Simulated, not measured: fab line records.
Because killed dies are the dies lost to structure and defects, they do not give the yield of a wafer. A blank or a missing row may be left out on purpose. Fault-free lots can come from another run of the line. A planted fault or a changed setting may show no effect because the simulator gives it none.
Problem report, 8D (eight disciplines) form, completed by code + flow nand-harc + the parts of the form that need people (team, actions taken, sign-off) are left out

## 1. WHAT IS WRONG
thk-nm at NHARC_A_ONON_D2_THK_MEAS_08 reads a mean of 663 nm on 6 wafers of 2 lots; wafers without a fault read 1003 nm with a standard deviation of 12. Relative to the usual mean, that is a shift of -28 standard deviations.
The step: measures by ellipsometry.
First observed at day 18 12:17: wafer L184.2, on film-metro-01. At this step, 42 wafers from 14 lots have a number in the record. Rule for "out" (also "out of limits"): further than 4 standard deviations from the usual mean. The rest of the wafers with a number are treated as sound.

## 2. WHAT IT IS, AND WHAT IT ISN'T
| question                    | is                           | is not                                                                                             |
|-----------------------------|------------------------------|----------------------------------------------------------------------------------------------------|
| which readings at this step | thk-nm                       | -                                                                                                  |
| which lots                  | L184, L185                   | L169, L170, L171, L173, L175, L176, L187, L188, L189, L190, L191, L192                             |
| which wafers of those lots  | all that have a number       | -                                                                                                  |
| read on which gauges        | film-metro-01, film-metro-02 | -                                                                                                  |
| when                        | from day 18 12:17            | up to then (18 sound wafers); but 18 sound wafers of L187, L188, L189, L190, L191, L192 came after |

## 3. WHAT RULES OUT EACH SUSPECT
Counting: a tool stays on the suspect list if, at a process step up to the reading, it processed all lots that are out and no sound lot following the first of them.
- the gauge at NHARC_A_ONON_D2_THK_MEAS_08 is ruled out. Those wafers that are out were read across 2 gauges (film-metro-01, film-metro-02).
- pecvd-onon-02 at NHARC_A_ONON_D2_DEP_06 (target thk 1000 nm): ruled out as a lasting fault. After its first lot that is out, L184 (day 18 11:50), sound lots L191 ran on it.
Left after counting: nothing in the record.

## 4. THE CAUSE (what the simulator had put in)
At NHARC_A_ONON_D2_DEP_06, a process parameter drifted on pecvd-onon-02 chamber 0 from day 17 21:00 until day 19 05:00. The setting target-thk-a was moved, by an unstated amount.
The count ruled it out by mistake, since the rule takes a fault to strike every lot its tool runs from the start of the fault on, and this one did not do so.

## 5. THE EFFECT CHAIN, in route order
Rows list readings where the struck wafers' mean (over those with a number) sits beyond 3 standard deviations from the usual. Only readings whose record carries a usual standard deviation are examined. hours: median over the lots of the time between each lot's start at the first step of this table that gives one and its start at this step. sigmas: the change, counted in usual standard deviations.
| hours | step                        | reading         | usual   | on struck wafers | change | sigmas |
|-------|-----------------------------|-----------------|---------|------------------|--------|--------|
| 0     | NHARC_A_ONON_D2_THK_MEAS_08 | thk-nm          | 1003 nm | 663              | -340   | -28    |
| 292   | NHARC_END_SORT_01           | killed-at-array | 61      | 673              | +612   | +24    |
| 292   | NHARC_END_SORT_01           | killed-dies     | 66      | 677              | +611   | +24    |

## 6. HOW IT WOULD HAVE BEEN CAUGHT EARLIER
15 hours passed between the start of the fault at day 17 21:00 and the first reading out of limits at a measuring or inspecting step in this record, taken at day 18 12:17.
Tool readings at NHARC_A_ONON_D2_DEP_06 with a usual standard deviation given in the record: none out on any struck wafer, hence no alarm at a limit of 4 standard deviations on them.
